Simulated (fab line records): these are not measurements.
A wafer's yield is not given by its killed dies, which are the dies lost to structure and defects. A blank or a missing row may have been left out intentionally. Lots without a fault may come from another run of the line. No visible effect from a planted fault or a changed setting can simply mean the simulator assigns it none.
A lot that was struck, set against a sound lot	flow nandHarc	14 steps out of a route of 1302
Sound: these wafers, L459.1, L459.2, L459.4. Struck: wafer L472.6 (L472.1, L472.2, from the same lot, were not struck and are left out); the cause is given at the end.
At each step with rows: each side's tool, then ch and its chambers, then its first start. Under that, the readings that differ: sound wafers	struck wafers	difference of the means	sigmas: that difference in standard deviations of wafers without a fault.
alike: readings whose means differ by less than 2 such deviations, and words and numbers that are the same on both sides. not compared: withheld readings, readings that some wafer has no value for, bounds like >300 that may hide the same value, and numbers for which the record gives no deviation and whose values overlap.
A row with sigmas, a row that says differs or no value, or rows on one side alone: a step with any of these is where the two part. When numbers do not overlap yet have no deviation, they are printed without sigmas and do not part them. A reading missing from all wafers of one side parts the sides only when that side holds two or more wafers.

NHARC_A_SOURCE_PLATE_THK_MEAS_09: measures by ellipsometry.
  sound on filmMetro-02, day 9 09:01; struck on filmMetro-02, day 14 14:29
  alike: thkNm
then, 3 steps without rows for these wafers: NHARC_A_SOURCE_PLATE_PVD_04 (deposits WSi2, target thk 50 nm); NHARC_A_SOURCE_PLATE_CVD_03 (deposits poly-Si, target thk 200 nm, time 4000 s); NHARC_A_SOURCE_PLATE_ANNEAL_05 (time 1800 s).
NHARC_A_SOURCE_PLATE_THK_MEAS_06: measures by ellipsometry.
  sound on filmMetro-02, day 9 22:46; struck on filmMetro-01, day 15 06:07
reading	sound	struck	difference	sigmas
thkNm (nm)	204.0 205.7 202.2	196.6	-7.4	-3
NHARC_A_SOURCE_PLATE_INSPECT_08:
  sound on defectInspect-01, day 9 22:49; struck on defectInspect-01, day 15 06:13
  alike: rawDefectCount
then, no rows for these wafers at 1 step: NHARC_A_ONON_D1_DEP_00 (target thk 1000 nm).
NHARC_A_ONON_D1_THK_MEAS_02: measures by ellipsometry.
  sound on filmMetro-01, day 9 23:24; struck on filmMetro-01, day 15 06:48
  alike: thkNm
then, no rows for these wafers at 1 step: NHARC_A_ONON_D1_DEP_03 (target thk 1000 nm).
NHARC_A_ONON_D1_THK_MEAS_05: measures by ellipsometry.
  sound on filmMetro-01, day 9 23:58; struck on filmMetro-02, day 15 07:22
  alike: thkNm
NHARC_A_ONON_D1_DEP_06: target thk 1000 nm.
  sound on pecvdOnon-04 ch 0, day 10 00:02; struck on pecvdOnon-04 ch 0, day 15 07:25
NHARC_A_ONON_D1_THK_MEAS_08: measures by ellipsometry.
  sound on filmMetro-02, day 10 00:32; struck on filmMetro-01, day 15 07:56
reading	sound	struck	difference	sigmas
thkNm (nm)	1014 1013 1011	1105	+92	+9
then, no rows for these wafers at 1 step: NHARC_A_ONON_D1_DEP_09 (target thk 1000 nm).
NHARC_END_SORT_01:
  the record has rows for the sound wafers here (prober-02 ch 0, day 26 15:59) and none for the struck ones

== WHERE THEY PART ==
Earliest at NHARC_A_SOURCE_PLATE_THK_MEAS_06; latest, in this record, at NHARC_END_SORT_01.

WHY: what had been put in by the simulator
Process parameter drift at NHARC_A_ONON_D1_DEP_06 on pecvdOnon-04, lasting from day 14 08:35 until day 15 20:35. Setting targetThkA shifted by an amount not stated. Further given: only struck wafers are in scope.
